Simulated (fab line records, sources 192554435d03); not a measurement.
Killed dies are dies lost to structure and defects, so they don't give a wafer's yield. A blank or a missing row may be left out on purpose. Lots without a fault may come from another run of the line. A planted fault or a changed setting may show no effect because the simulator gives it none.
Split-lot experiment | flow n5_finfet | 7 lots, 39 wafers read, on a route of 1938 steps

THE SPLIT
At N5_BEOL_M0_SAQP_ETCH_107 (etches SiNx in CH3F/O2, target depth 30 nm), the setting target_depth_a was moved away from the recipe's 300 angstrom on 18 of the 39 wafers read, by -42.6% to +49.2%. The other wafers ran this setting at the recipe's value.

The reading is taken at the split's own step.

THE READING
SOC_of_BEOL_M0_SAQP_COAT_105.thk_nm (the simulator's own value, which no gauge read), in nm, at N5_BEOL_M0_SAQP_ETCH_107 (etches SiNx in CH3F/O2, target depth 30 nm). The file gives no usual value for it. The 21 wafers here that ran the recipe average 12.7 nm, standard deviation 2.2 nm.

wafer  | tool, chamber at the split | target_depth_a as run, angstrom | against the recipe | SOC_of_BEOL_M0_SAQP_COAT_105.thk_nm, nm | against lot-mates on the recipe
L078.1 | rie_diel-01, 1             | 447.6                           | +49.2%             | 7.2                                     | -5.1
L078.2 | rie_diel-01, 2             | 447.6                           | +49.2%             | 4.2                                     | -8.1
L078.3 | rie_diel-01, 0             | 300                             | recipe             | 11.8                                    | -
L078.4 | rie_diel-01, 3             | 300                             | recipe             | 12.4                                    | -
L078.5 | rie_diel-01, 1             | 300                             | recipe             | 12.8                                    | -
L078.6 | rie_diel-01, 0             | 447.6                           | +49.2%             | 6.4                                     | -5.9
L081.1 | rie_diel-04, 2             | 300                             | recipe             | 15.4                                    | -
L081.2 | rie_diel-04, 0             | 417.4                           | +39.1%             | 11.2                                    | -4.0
L081.3 | rie_diel-04, 3             | 300                             | recipe             | 15.4                                    | -
L081.4 | rie_diel-04, 1             | 417.4                           | +39.1%             | 11.2                                    | -4.0
L081.5 | rie_diel-04, 1             | 300                             | recipe             | 14.8                                    | -
L081.6 | rie_diel-04, 2             | 417.4                           | +39.1%             | 11.4                                    | -3.8
L082.1 | rie_diel-01, 0             | 300                             | recipe             | 11.2                                    | -
L082.2 | rie_diel-01, 3             | 172.1                           | -42.6%             | 16.6                                    | +6.1
L082.6 | rie_diel-01, 3             | 172.1                           | -42.6%             | 16.6                                    | +6.1
L082.3 | rie_diel-01, 2             | 300                             | recipe             | 8.6                                     | -
L082.4 | rie_diel-01, 1             | 172.1                           | -42.6%             | 17.8                                    | +7.3
L082.5 | rie_diel-01, 0             | 300                             | recipe             | 11.8                                    | -
L086.2 | rie_diel-03, 1             | 300                             | recipe             | 10.2                                    | -
L086.3 | rie_diel-03, 3             | 300                             | recipe             | 14.6                                    | -
L086.4 | rie_diel-03, 0             | 300                             | recipe             | 11.4                                    | -
L092.1 | rie_diel-03, 3             | 300                             | recipe             | 15                                      | -
L092.2 | rie_diel-03, 0             | 378                             | +26.0%             | 8.4                                     | -6.8
L092.3 | rie_diel-03, 2             | 300                             | recipe             | 15.4                                    | -
L092.4 | rie_diel-03, 1             | 378                             | +26.0%             | 6.8                                     | -8.4
L092.5 | rie_diel-03, 3             | 378                             | +26.0%             | 12.4                                    | -2.8
L092.6 | rie_diel-03, 2             | 300                             | recipe             | 15.2                                    | -
L095.1 | rie_diel-03, 2             | 390.7                           | +30.2%             | 13                                      | +0.3
L095.2 | rie_diel-03, 3             | 300                             | recipe             | 15.4                                    | -
L095.3 | rie_diel-03, 0             | 300                             | recipe             | 11.8                                    | -
L095.4 | rie_diel-03, 1             | 390.7                           | +30.2%             | 6.8                                     | -5.9
L095.5 | rie_diel-03, 1             | 390.7                           | +30.2%             | 6.2                                     | -6.5
L095.6 | rie_diel-03, 0             | 300                             | recipe             | 11                                      | -
L097.1 | rie_diel-01, 1             | 172.7                           | -42.4%             | 18.2                                    | +7.2
L097.2 | rie_diel-01, 2             | 300                             | recipe             | 9.6                                     | -
L097.3 | rie_diel-01, 3             | 172.7                           | -42.4%             | 18.6                                    | +7.6
L097.4 | rie_diel-01, 0             | 172.7                           | -42.4%             | 18                                      | +7.0
L097.5 | rie_diel-01, 3             | 300                             | recipe             | 13.8                                    | -
L097.6 | rie_diel-01, 2             | 300                             | recipe             | 9.6                                     | -

THE FIT
A straight line over all 39 wafers: SOC_of_BEOL_M0_SAQP_COAT_105.thk_nm changes by -0.112 nm for each +1% of target_depth_a; r = -0.80; the points scatter about the line by 2.3 nm.
The same after taking each lot's own level away (the mean of its wafers on the recipe; 39 wafers): -0.146 nm for each +1%; r = -0.91; scatter 1.8 nm.
On that fit, the largest move of target_depth_a shifts the reading by 7.2 nm.
The lots' own levels span 10.53 to 15.20 nm, that is 2.1 times the standard deviation above.
So the lot-to-lot level blurs the effect unless lot-mates are compared.
Check: with one of the wafers moved furthest among these (+49.2%) left out of the fit, the line predicts -7.26 nm for it against its lot-mates. It came out at -5.13 nm against them.

OTHER SPLITS ON THESE WAFERS
These wafers also went through other splits before the reading. Each is held against what the fit with the lots' levels taken away leaves over:
other split on the same wafers               | wafers away from the commonest value | r with SOC_of_BEOL_M0_SAQP_COAT_105.thk_nm (lot level and that fit taken away)
N5_ZERO_LAYER_ETCH_18 target_depth_a         | 12                                   | +0.11
N5_FIN_SAQP_ETCH_65 time_s                   | 9                                    | -0.28
N5_SD_EPI_N_ETCH_16 target_depth_a           | 15                                   | -0.03
N5_HKMG_FIN_CVD_62 time_s                    | 18                                   | -0.15
N5_MOL_CONTACT_COAG_SPUTTER_143 target_thk_a | 15                                   | +0.17

THE WHOLE CHAIN: every reading that the file lists as answering this split, in the file's order
step                     | what it does                               | reading                                                                              | change (the file's fit)               | r (the file's)
N5_BEOL_M0_SAQP_ETCH_107 | etches SiNx in CH3F/O2, target depth 30 nm | BEOL_M0_SAQP.feature_depth_nm (the simulator's own value, which no gauge read)       | +0.31 nm for each +1% of the setting  | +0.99
N5_BEOL_M0_SAQP_ETCH_107 | etches SiNx in CH3F/O2, target depth 30 nm | SOC_of_BEOL_M0_SAQP_COAT_105.thk_nm (the simulator's own value, which no gauge read) | -0.145 nm for each +1% of the setting | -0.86

THE FILE'S OWN FIT
SOC_of_BEOL_M0_SAQP_COAT_105.thk_nm changes by -0.145 nm for each +1% of target_depth_a, r = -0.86.
